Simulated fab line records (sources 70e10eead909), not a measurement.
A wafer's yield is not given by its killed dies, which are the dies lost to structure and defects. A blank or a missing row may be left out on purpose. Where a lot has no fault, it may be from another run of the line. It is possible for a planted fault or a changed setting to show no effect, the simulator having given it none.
Chamber matching	flow nandHarc	4 sister chambers for NHARC_A_STAIRCASE_TRIM_196 on rieDiel-04
The step chemistry O2, time 211.2 s. 4 wafers are shown with their chamber, then 8 later ones without.

== WAFERS WITH THEIR CHAMBER ==
wafer	chamber	showerheadPlenumPTorr (Torr)
L075.5	0	3.41
L087.1	2	3.57
L087.2	1	3.59
L089.2	3	3.77

== WAFERS WITH NO CHAMBER GIVEN ==
wafer	showerheadPlenumPTorr (Torr)
L089.4	3.40
L089.5	3.58
L093.1	3.58
L093.2	3.57
L093.6	3.76
L095.2	3.57
L095.4	3.39
L095.5	3.57

== THE CHAMBER EACH PASSED THROUGH ==
wafer	from the rows above	in truth
L089.4	0	0
L089.5	can't be placed: 1 or 2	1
L093.1	can't be placed: 1 or 2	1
L093.2	2	2
L093.6	3	3
L095.2	2	2
L095.4	0	0
L095.5	2	2
Correctly placed: 6 of 8. These rows do not allow placing 2 (true chamber among the candidates in 2). 0 placed wrongly.
How it was worked out, from the rows above alone: a wafer's distance from a chamber is the root of the sum, over the readings, of the square of ((its reading less the chamber's mean) divided by the reading's scatter). The wafer belongs to the nearest chamber; if the next one is less than 2 further off, it can't be placed. Each chamber's mean is taken over the wafers shown for it. The scatter: with one shown wafer a chamber, the root of the mean of the squares of how far each hidden wafer lies from its nearest shown one.
